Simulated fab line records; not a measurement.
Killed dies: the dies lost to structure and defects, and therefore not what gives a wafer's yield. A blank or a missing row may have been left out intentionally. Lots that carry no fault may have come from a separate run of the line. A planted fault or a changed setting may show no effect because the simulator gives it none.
fab line records + flow nandHarc + part 2 of 2: steps 5 to 6 of 6
record
- lots=22
- wafers=66
- lastDay=24
route steps=1159 shown A_CONTACT@840
lots that met no fault: from a run of the same line without faults
startH: start of the lot's first displayed wafer, in hours after the record's first day + waitH: hours elapsed since this lot's preceding step + " repeats the value in the row above + L1.1+2: several wafers, shown together as one row + - value missing, or start not given + * or withheld: withheld + < > ~ a bound
route shown NAME@n: a module of which the file shows steps, and the number in the route of the first + usual: mean and standard deviation over wafers with no fault + same: alike in all rows + chamber/n: place in a boat + sites: the reading at each site + _std_site: their standard deviation + _edge_site: outer sites' mean less inner sites' + radiusMm: for every site, how far away it sits from the centre of the wafer + mask NAME#n: copy n + behind: the tool/chamber that last shaped the wafer + hold: what put the lot on hold/how long, in hours/how the hold closed + device: the transistor (n, p or np) that didn't switch + end of line: tests run on the same wafers once the route is complete + step lacking rows: just its recipe + killed: count of dies lost to structure and defects at first sort (not the wafer's yield) + map: a wafer's dies, marking killed ones x, the rest . and places with no die _
set.NAME: setting as actually run; set.NAME@STEP: the setting as run at that earlier step + model.NAME: the simulator's own value behind a step, which no gauge read
steps of the route over a sample of lots; a table a step, a row a wafer
services: when a tool's chamber went out of use (startH, in hours from the record's first day, below 0 if earlier), for how many hours, and the reason
## steps
# step NHARC_A_CONTACT_ETCH_90
# recipe
- targetDepthA=400
- overEtchFrac=0.5
- timeS=85.7
- ionEnergyEv=120
- ch3fFlowSccm=50
- o2FlowSccm=30
- arFlowSccm=200
- rfW=500
- biasW=100
- chemistry=CH3F/O2
# usual
- biasW=100.07/0.29
- drypumpMotorCurrentA=5.6/0.39
- mfcArSccm=200.1/0.55
- oesProductAu=0.96/0.034
- rfVppV=243.5/1.5
- showerheadPlenumPTorr=2.41/0.09
- throttleValvePct=20.664/0.0089
| lot.wafer | tool       | chamber | startH | waitH | biasW  | drypumpMotorCurrentA | mfcArSccm | oesProductAu | rfHoursCounterH | rfVppV | showerheadPlenumPTorr | throttleValvePct |
|-----------|------------|---------|--------|-------|--------|----------------------|-----------|--------------|-----------------|--------|-----------------------|------------------|
| L074.3    | rieDiel-13 | 1       | 379.38 | 0.5   | 100.23 | 5.5                  | 200.0     | 0.99         | 15              | 243.3  | 2.35                  | 20.663           |
| L074.2    | "          | 2       | "      | "     | 100.26 | 6.0                  | 200.3     | 1.00         | 15              | 242.8  | 2.36                  | 20.659           |
| L074.4    | "          | 3       | "      | "     | 99.53  | 6.0                  | 200.2     | 1.00         | 15              | 245.7  | 2.52                  | 20.671           |
| L075.4    | rieDiel-13 | 1       | 382.00 | 0.4   | 100.23 | 5.4                  | 201.4     | 0.94         | 16              | 243.7  | 2.35                  | 20.659           |
| L075.3    | "          | 3       | "      | "     | 100.26 | 6.0                  | 200.9     | 0.96         | 15              | 244.5  | 2.52                  | 20.666           |
| L075.6    | "          | 0       | "      | "     | 100.00 | 5.2                  | 200.0     | 0.94         | -               | 240.0  | 2.33                  | 20.656           |
| L076.1    | rieDiel-13 | 2       | 387.50 | 0.5   | 100.14 | 6.0                  | 200.2     | 0.93         | 17              | 242.9  | 2.36                  | 20.661           |
| L076.6    | "          | 0       | "      | "     | 100.30 | 5.2                  | 200.1     | 0.93         | -               | 241.0  | 2.33                  | 20.663           |
| L076.5    | "          | 1       | "      | "     | 99.59  | 5.4                  | 200.2     | 0.92         | -               | 243.2  | 2.35                  | 20.655           |
| L079.1    | rieDiel-07 | 3       | 387.94 | 0.5   | 100.09 | 5.2                  | 200.4     | 0.92         | 56              | 244.3  | 2.42                  | 20.665           |
| L079.2    | "          | 2       | "      | "     | 99.92  | 6.0                  | 200.0     | 0.93         | 54              | 246.0  | 2.46                  | 20.655           |
| L079.6    | "          | 0       | "      | "     | 100.04 | 5.8                  | 200.4     | 0.93         | -               | 247.7  | 2.61                  | 20.678           |
| L081.1    | rieDiel-07 | 0       | 399.15 | 0.6   | 100.06 | 5.9                  | 200.1     | 0.93         | 53              | 246.0  | 2.61                  | 20.685           |
| L081.2    | "          | 2       | "      | "     | 99.68  | 6.0                  | 201.9     | 0.92         | 59              | 243.8  | 2.46                  | 20.657           |
| L081.6    | "          | 0       | "      | "     | 99.74  | 5.9                  | 200.8     | 0.93         | -               | 246.0  | 2.61                  | 20.670           |
| L077.1    | rieDiel-13 | 1       | 402.43 | 0.5   | 100.09 | 5.4                  | 200.0     | 0.99         | 20              | 242.6  | 2.35                  | 20.662           |
| L077.6    | "          | 1       | "      | "     | 100.11 | 5.5                  | 200.4     | 0.99         | -               | 242.1  | 2.35                  | 20.660           |
| L077.5    | "          | 3       | "      | "     | 99.90  | 6.0                  | 200.4     | 1.00         | -               | 243.8  | 2.51                  | 20.669           |
| L080.3    | rieDiel-13 | 3       | 404.77 | 0.4   | 99.88  | 6.0                  | 200.3     | 1.00         | 19              | 245.0  | 2.51                  | 20.654           |
| L080.1    | "          | 0       | "      | "     | 100.22 | 5.2                  | 199.7     | 0.99         | 19              | 243.5  | 2.33                  | 20.669           |
| L080.6    | "          | 3       | "      | "     | 100.03 | 6.0                  | 200.5     | 1.00         | -               | 245.5  | 2.51                  | 20.665           |
| L078.1    | rieDiel-13 | 3       | 405.92 | 0.5   | 100.31 | 6.0                  | 200.1     | 1.00         | 19              | 244.1  | 2.51                  | 20.664           |
| L078.2    | "          | 0       | "      | "     | 100.03 | 5.2                  | 201.1     | 1.00         | 20              | 245.2  | 2.33                  | 20.654           |
| L078.4    | "          | 3       | "      | "     | 100.87 | 6.0                  | 200.1     | 1.00         | -               | 246.8  | 2.51                  | 20.645           |
| L082.2    | rieDiel-07 | 1       | 428.86 | 0.5   | 100.47 | 5.7                  | 198.8     | 1.00         | 2               | 243.4  | 2.42                  | 20.652           |
| L082.3    | "          | 0       | "      | "     | 99.76  | 5.8                  | 198.9     | 0.99         | 3               | 245.4  | 2.61                  | 20.669           |
| L082.6    | "          | 2       | "      | "     | 100.38 | 5.9                  | 199.8     | 1.00         | -               | 245.4  | 2.46                  | 20.667           |
| L084.1    | rieDiel-13 | 0       | 437.19 | 0.6   | 100.59 | 5.2                  | 199.8     | 0.92         | 25              | 243.0  | 2.33                  | 20.671           |
| L084.2    | "          | 1       | "      | "     | 100.33 | 5.4                  | 200.8     | 0.92         | 27              | 242.8  | 2.35                  | 20.665           |
| L084.5    | "          | 3       | "      | "     | 100.10 | 5.9                  | 200.6     | 0.93         | -               | 244.2  | 2.51                  | 20.665           |
| L086.1    | rieDiel-01 | 1       | 438.77 | 0.5   | 99.72  | 5.1                  | 200.0     | 0.91         | 34              | 242.8  | 2.31                  | 20.665           |
| L086.6    | "          | 1       | "      | "     | 99.81  | 5.1                  | 199.5     | 0.92         | -               | 242.2  | 2.31                  | 20.671           |
| L086.5    | "          | 2       | "      | "     | 100.15 | 6.0                  | 200.2     | 0.92         | -               | 244.8  | 2.50                  | 20.658           |
| L085.1    | rieDiel-13 | 0       | 441.06 | 0.5   | 99.94  | 5.2                  | 199.6     | 0.93         | 26              | 242.1  | 2.33                  | 20.667           |
| L085.4    | "          | 2       | "      | "     | 100.78 | 5.9                  | 200.3     | 0.94         | 26              | 241.5  | 2.36                  | 20.666           |
| L085.6    | "          | 0       | "      | "     | 100.37 | 5.2                  | 200.1     | 0.93         | -               | 242.5  | 2.33                  | 20.674           |
| L083.1    | rieDiel-13 | 2       | 442.84 | 0.7   | 100.27 | 6.0                  | 199.9     | 1.02         | 26              | 242.6  | 2.36                  | 20.666           |
| L083.3    | "          | 3       | "      | "     | 100.60 | 6.0                  | 201.1     | 0.99         | 26              | 245.9  | 2.51                  | 20.679           |
| L083.6    | "          | 0       | "      | "     | 99.81  | 5.2                  | 199.2     | 0.99         | -               | 242.6  | 2.33                  | 20.678           |
| L088.3    | rieDiel-07 | 2       | 447.53 | 0.5   | 99.65  | 5.9                  | 200.3     | 1.00         | 7               | 245.1  | 2.46                  | 20.670           |
| L088.2    | "          | 3       | "      | "     | 100.14 | 5.2                  | 200.7     | 1.01         | 7               | 243.8  | 2.41                  | 20.658           |
| L088.6    | "          | 1       | "      | "     | 99.88  | 5.6                  | 200.5     | 0.99         | -               | 242.5  | 2.42                  | 20.660           |
| L087.3    | rieDiel-01 | 0       | 455.45 | 0.6   | 100.67 | 6.7                  | 200.1     | 0.95         | 51              | 241.4  | 2.27                  | 20.673           |
| L087.4    | "          | 1       | "      | "     | 99.65  | 5.1                  | 199.7     | 0.93         | 43              | 242.9  | 2.31                  | 20.671           |
| L087.1    | "          | 3       | "      | "     | 100.05 | 5.4                  | 200.5     | 0.92         | 52              | 242.2  | 2.40                  | 20.674           |
| L090.4    | rieDiel-01 | 3       | 468.07 | 0.5   | 100.23 | 5.3                  | 199.5     | 0.91         | 58              | 244.4  | 2.39                  | 20.658           |
| L090.5    | "          | 3       | "      | "     | 100.54 | 5.4                  | 199.0     | 0.93         | -               | 243.0  | 2.39                  | 20.658           |
| L090.6    | "          | 0       | "      | "     | 100.21 | 6.7                  | 199.2     | 0.94         | -               | 243.0  | 2.27                  | 20.665           |
| L092.4    | rieDiel-07 | 1       | 479.53 | 0.5   | 99.38  | 5.6                  | 199.9     | 0.98         | 20              | 243.9  | 2.42                  | 20.650           |
| L092.6    | "          | 0       | "      | "     | 100.29 | 5.8                  | 200.4     | 1.00         | -               | 244.9  | 2.60                  | 20.674           |
| L092.5    | "          | 1       | "      | "     | 99.80  | 5.6                  | 199.6     | 0.99         | -               | 243.7  | 2.41                  | 20.669           |
| L093.1    | rieDiel-07 | 2       | 480.74 | 0.5   | 100.28 | 5.9                  | 200.5     | 0.92         | 19              | 245.3  | 2.45                  | 20.671           |
| L093.4    | "          | 0       | "      | "     | 99.90  | 5.8                  | 199.9     | 0.93         | 22              | 246.5  | 2.60                  | 20.658           |
| L093.3    | "          | 1       | "      | "     | 100.06 | 5.6                  | 199.4     | 0.92         | 20              | 243.6  | 2.41                  | 20.658           |
| L091.1    | rieDiel-13 | 3       | 485.45 | 0.5   | 100.09 | 6.0                  | 199.4     | 0.93         | 4               | 246.0  | 2.51                  | 20.670           |
| L091.3    | "          | 0       | "      | "     | 100.72 | 5.2                  | 199.3     | 0.93         | 4               | 243.7  | 2.32                  | 20.673           |
| L091.4    | "          | 2       | "      | "     | 100.34 | 6.0                  | 200.6     | 0.93         | 4               | 242.9  | 2.35                  | 20.643           |
| L094.4    | rieDiel-13 | 0       | 488.43 | 0.4   | 100.32 | 5.2                  | 199.8     | 0.98         | 4               | 241.9  | 2.32                  | 20.662           |
| L094.6    | "          | 1       | "      | "     | 99.72  | 5.5                  | 200.3     | 0.97         | -               | 243.6  | 2.34                  | 20.662           |
| L094.5    | "          | 2       | "      | "     | 99.92  | 6.0                  | 200.3     | 0.98         | -               | 242.8  | 2.35                  | 20.651           |
| L096.3    | rieDiel-13 | 0       | 513.25 | 0.4   | 99.89  | 5.2                  | 199.3     | 0.97         | 8               | 242.9  | 2.32                  | 20.660           |
| L096.4    | "          | 1       | "      | "     | 100.21 | 5.5                  | 200.6     | 0.96         | 9               | 242.1  | 2.34                  | 20.653           |
| L096.6    | "          | 0       | "      | "     | 100.36 | 5.2                  | 199.2     | 0.97         | -               | 243.5  | 2.32                  | 20.668           |
| L097.4    | rieDiel-07 | 2       | 518.09 | 0.4   | 100.15 | 6.0                  | 200.0     | 1.00         | 33              | 243.2  | 2.45                  | 20.666           |
| L097.2    | "          | 3       | "      | "     | 99.93  | 5.3                  | 201.2     | 1.00         | 33              | 243.0  | 2.40                  | 20.655           |
| L097.1    | "          | 0       | "      | "     | 100.45 | 5.9                  | 199.9     | 0.99         | 35              | 246.2  | 2.59                  | 20.632           |
# step NHARC_A_CONTACT_STRIP_55
# recipe
- o2FlowSccm=500
- arFlowSccm=0
- biasW=0
- chemistry=O2
# usual
- drypumpMotorCurrentA=5.7/0.38
- mfcArSccm=0.007/0.012
- oesProductAu=0.999/0.0093
- rfVppV=57.5/0.85
- showerheadPlenumPTorr=3.45/0.12
- throttleValvePct=17.035/0.0087
# same
- biasW=0
| lot.wafer | tool       | chamber | startH | waitH | drypumpMotorCurrentA | mfcArSccm | oesProductAu | rfHoursCounterH | rfVppV | showerheadPlenumPTorr | throttleValvePct |
|-----------|------------|---------|--------|-------|----------------------|-----------|--------------|-----------------|--------|-----------------------|------------------|
| L074.2    | rieDiel-07 | 2       | -      | -     | 5.9                  | 0         | 1.026        | 52              | 57.4   | 3.53                  | 17.031           |
| L074.4    | "          | 3       | "      | "     | 5.3                  | 0         | 1.006        | 53              | 59.1   | 3.47                  | 17.028           |
| L074.3    | "          | 0       | "      | "     | 5.8                  | 0.013     | 1.016        | 47              | 57.5   | 3.74                  | 17.035           |
| L075.4    | rieDiel-13 | 1       | -      | -     | 5.4                  | 0         | 1.013        | 16              | 58.2   | 3.38                  | 17.039           |
| L075.3    | "          | 0       | "      | "     | 5.2                  | 0         | 1.002        | 16              | 57.2   | 3.35                  | 17.038           |
| L075.6    | "          | 1       | "      | "     | 5.5                  | 0         | 0.999        | -               | 56.9   | 3.38                  | 17.041           |
| L076.1    | rieDiel-13 | 1       | -      | -     | 5.5                  | 0         | 0.992        | 17              | 56.5   | 3.38                  | 17.039           |
| L076.6    | "          | 2       | "      | "     | 5.9                  | 0         | 1.017        | -               | 59.0   | 3.39                  | 17.018           |
| L076.5    | "          | 3       | "      | "     | 6.0                  | 0.013     | 1.005        | -               | 57.5   | 3.61                  | 17.029           |
| L079.2    | rieDiel-13 | 2       | -      | -     | 6.0                  | 0         | 1.001        | 17              | 58.5   | 3.39                  | 17.051           |
| L079.1    | "          | 3       | "      | "     | 6.0                  | 0.013     | 1.001        | 17              | 57.9   | 3.61                  | 17.051           |
| L079.6    | "          | 3       | "      | "     | 6.0                  | 0.013     | 1.002        | -               | 58.0   | 3.61                  | 17.026           |
| L081.1    | rieDiel-13 | 3       | -      | -     | 6.0                  | 0.013     | 0.996        | 19              | 57.3   | 3.61                  | 17.043           |
| L081.2    | "          | 2       | "      | "     | 6.0                  | 0         | 1.005        | 19              | 57.9   | 3.39                  | 17.012           |
| L081.6    | "          | 0       | "      | "     | 5.2                  | 0         | 0.997        | -               | 56.7   | 3.35                  | 17.042           |
| L077.1    | rieDiel-13 | 0       | -      | -     | 5.2                  | 0         | 1.000        | 19              | 56.8   | 3.35                  | 17.027           |
| L077.6    | "          | 1       | "      | "     | 5.5                  | 0         | 0.984        | -               | 58.3   | 3.38                  | 17.029           |
| L077.5    | "          | 0       | "      | "     | 5.2                  | 0         | 0.998        | -               | 56.4   | 3.35                  | 17.035           |
| L080.3    | rieDiel-13 | 0       | -      | -     | 5.2                  | 0         | 1.002        | 19              | 56.7   | 3.35                  | 17.040           |
| L080.1    | "          | 1       | "      | "     | 5.5                  | 0         | 0.999        | 20              | 56.1   | 3.38                  | 17.037           |
| L080.6    | "          | 3       | "      | "     | 6.0                  | 0.013     | 1.001        | -               | 57.4   | 3.61                  | 17.045           |
| L078.1    | rieDiel-01 | 2       | -      | -     | 6.0                  | 0         | 1.001        | 30              | 58.7   | 3.60                  | 17.037           |
| L078.2    | "          | 3       | "      | "     | 5.4                  | 0.026     | 0.985        | 33              | 56.5   | 3.45                  | 17.052           |
| L078.4    | "          | 0       | "      | "     | 6.7                  | 0.010     | 1.010        | 32              | 57.7   | 3.28                  | 17.021           |
| L082.3    | rieDiel-13 | 3       | -      | -     | 6.0                  | 0.013     | 1.003        | 23              | 57.5   | 3.60                  | 17.053           |
| L082.2    | "          | 1       | "      | "     | 5.5                  | 0         | 0.987        | 24              | 56.9   | 3.37                  | 17.046           |
| L082.6    | "          | 3       | "      | "     | 6.0                  | 0.013     | 0.998        | -               | 57.9   | 3.60                  | 17.018           |
| L084.2    | rieDiel-07 | 0       | -      | -     | 5.9                  | 0.013     | 1.002        | 5               | 58.3   | 3.73                  | 17.036           |
| L084.1    | "          | 1       | "      | "     | 5.6                  | 0.045     | 0.995        | 5               | 56.8   | 3.48                  | 17.045           |
| L084.5    | "          | 3       | "      | "     | 5.2                  | 0         | 0.996        | -               | 56.3   | 3.47                  | 17.038           |
| L086.1    | rieDiel-13 | 3       | -      | -     | 6.0                  | 0.013     | 1.000        | 26              | 59.1   | 3.60                  | 17.036           |
| L086.5    | "          | 2       | "      | "     | 6.0                  | 0         | 1.013        | -               | 57.7   | 3.39                  | 17.036           |
| L086.6    | "          | 3       | "      | "     | 6.0                  | 0.013     | 1.005        | -               | 58.0   | 3.60                  | 17.035           |
| L085.4    | rieDiel-13 | 3       | -      | -     | 6.0                  | 0.013     | 0.992        | 26              | 58.9   | 3.60                  | 17.034           |
| L085.1    | "          | 1       | "      | "     | 5.5                  | 0         | 0.985        | 28              | 57.5   | 3.37                  | 17.035           |
| L085.6    | "          | 3       | "      | "     | 6.0                  | 0.013     | 0.999        | -               | 57.9   | 3.60                  | 17.041           |
| L083.1    | rieDiel-01 | 0       | -      | -     | 6.7                  | 0.010     | 1.012        | 47              | 57.9   | 3.28                  | 17.023           |
| L083.3    | "          | 2       | "      | "     | 6.1                  | 0         | 1.003        | 43              | 58.0   | 3.59                  | 17.043           |
| L083.6    | "          | 3       | "      | "     | 5.4                  | 0.026     | 0.994        | -               | 57.0   | 3.44                  | 17.030           |
| L088.2    | rieDiel-07 | 2       | -      | -     | 6.0                  | 0         | 1.005        | 7               | 60.1   | 3.52                  | 17.041           |
| L088.3    | "          | 3       | "      | "     | 5.3                  | 0         | 0.999        | 7               | 56.6   | 3.46                  | 17.016           |
| L088.6    | "          | 1       | "      | "     | 5.6                  | 0.045     | 0.987        | -               | 57.8   | 3.47                  | 17.032           |
| L087.1    | rieDiel-07 | 2       | -      | -     | 5.9                  | 0         | 1.007        | 11              | 58.2   | 3.52                  | 17.033           |
| L087.3    | "          | 0       | "      | "     | 5.8                  | 0.013     | 0.999        | 12              | 56.1   | 3.73                  | 17.047           |
| L087.4    | "          | 1       | "      | "     | 5.7                  | 0.045     | 0.987        | 11              | 57.9   | 3.47                  | 17.024           |
| L090.4    | rieDiel-07 | 2       | -      | -     | 5.9                  | 0         | 1.004        | 15              | 57.9   | 3.52                  | 17.032           |
| L090.6    | "          | 0       | "      | "     | 5.9                  | 0.013     | 1.006        | -               | 58.8   | 3.73                  | 17.030           |
| L090.5    | "          | 1       | "      | "     | 5.7                  | 0.045     | 0.993        | -               | 57.1   | 3.47                  | 17.057           |
| L092.4    | rieDiel-07 | 3       | -      | -     | 5.3                  | 0         | 0.986        | 20              | 58.1   | 3.46                  | 17.037           |
| L092.6    | "          | 2       | "      | "     | 5.9                  | 0         | 0.996        | -               | 58.9   | 3.52                  | 17.039           |
| L092.5    | "          | 3       | "      | "     | 5.2                  | 0         | 0.989        | -               | 57.4   | 3.46                  | 17.038           |
| L093.1    | rieDiel-13 | 2       | -      | -     | 6.0                  | 0         | 1.005        | 3               | 57.5   | 3.38                  | 17.037           |
| L093.4    | "          | 3       | "      | "     | 6.0                  | 0.013     | 1.003        | 3               | 57.8   | 3.60                  | 17.031           |
| L093.3    | "          | 0       | "      | "     | 5.2                  | 0         | 0.998        | 3               | 57.4   | 3.34                  | 17.040           |
| L091.3    | rieDiel-13 | 1       | -      | -     | 5.5                  | 0         | 0.981        | 4               | 57.7   | 3.37                  | 17.030           |
| L091.1    | "          | 3       | "      | "     | 6.0                  | 0.013     | 0.998        | 4               | 58.0   | 3.60                  | 17.033           |
| L091.4    | "          | 0       | "      | "     | 5.2                  | 0         | 1.005        | 4               | 57.8   | 3.34                  | 17.040           |
| L094.4    | rieDiel-13 | 0       | -      | -     | 5.2                  | 0         | 0.995        | 4               | 57.2   | 3.34                  | 17.037           |
| L094.6    | "          | 3       | "      | "     | 6.0                  | 0.013     | 1.003        | -               | 57.1   | 3.60                  | 17.040           |
| L094.5    | "          | 0       | "      | "     | 5.2                  | 0         | 1.006        | -               | 56.6   | 3.34                  | 17.039           |
| L096.4    | rieDiel-13 | 3       | -      | -     | 6.0                  | 0.013     | 1.001        | 8               | 57.6   | 3.60                  | 17.040           |
| L096.3    | "          | 0       | "      | "     | 5.2                  | 0         | 1.002        | 8               | 57.1   | 3.34                  | 17.034           |
| L096.6    | "          | 1       | "      | "     | 5.5                  | 0         | 0.995        | -               | 56.5   | 3.37                  | 17.044           |
| L097.2    | rieDiel-13 | 0       | -      | -     | 5.2                  | 0         | 1.004        | 10              | 56.4   | 3.34                  | 17.057           |
| L097.4    | "          | 2       | "      | "     | 6.0                  | 0         | 1.006        | 10              | 58.2   | 3.38                  | 17.026           |
| L097.1    | "          | 3       | "      | "     | 6.0                  | 0.013     | 1.000        | 10              | 57.1   | 3.59                  | 17.035           |
## services
| tool          | chamber | startH | hours | kind   |
|---------------|---------|--------|-------|--------|
| rieDiel-13    | 0       | 358.64 | -     | clean  |
| rieDiel-13    | 1       | 358.64 | -     | clean  |
| rieDiel-13    | 2       | 358.64 | -     | clean  |
| rieDiel-13    | 3       | 358.64 | -     | clean  |
| pecvd-03      | 0       | 360.14 | 23.0  | repair |
| pecvd-04      | -       | 376.15 | 13.0  | pm     |
| rieDiel-13    | 0       | 383.23 | -     | clean  |
| rieDiel-13    | 1       | 383.23 | -     | clean  |
| rieDiel-13    | 2       | 383.23 | -     | clean  |
| rieDiel-13    | 3       | 383.23 | -     | clean  |
| rieDiel-01    | 1       | 385.95 | 10.3  | repair |
| rieDiel-13    | 2       | 401.11 | 8.7   | repair |
| rieDiel-07    | -       | 405.57 | 9.0   | pm     |
| rieDiel-13    | 0       | 407.97 | -     | clean  |
| rieDiel-13    | 1       | 407.97 | -     | clean  |
| rieDiel-13    | 3       | 407.97 | -     | clean  |
| harCapEtch-03 | -       | 429.71 | 0.7   | repair |
| rieDiel-13    | -       | 453.26 | 9.0   | pm     |
| harCapEtch-02 | -       | 472.27 | 0.2   | repair |
| pecvd-03      | -       | 473.23 | 13.0  | pm     |
| pecvd-02      | 0       | 486.94 | 3.9   | repair |
| rieDiel-01    | -       | 491.93 | 9.0   | pm     |
| harCapEtch-02 | -       | 504.24 | 2.4   | repair |
| pecvd-02      | -       | 515.20 | 13.0  | pm     |
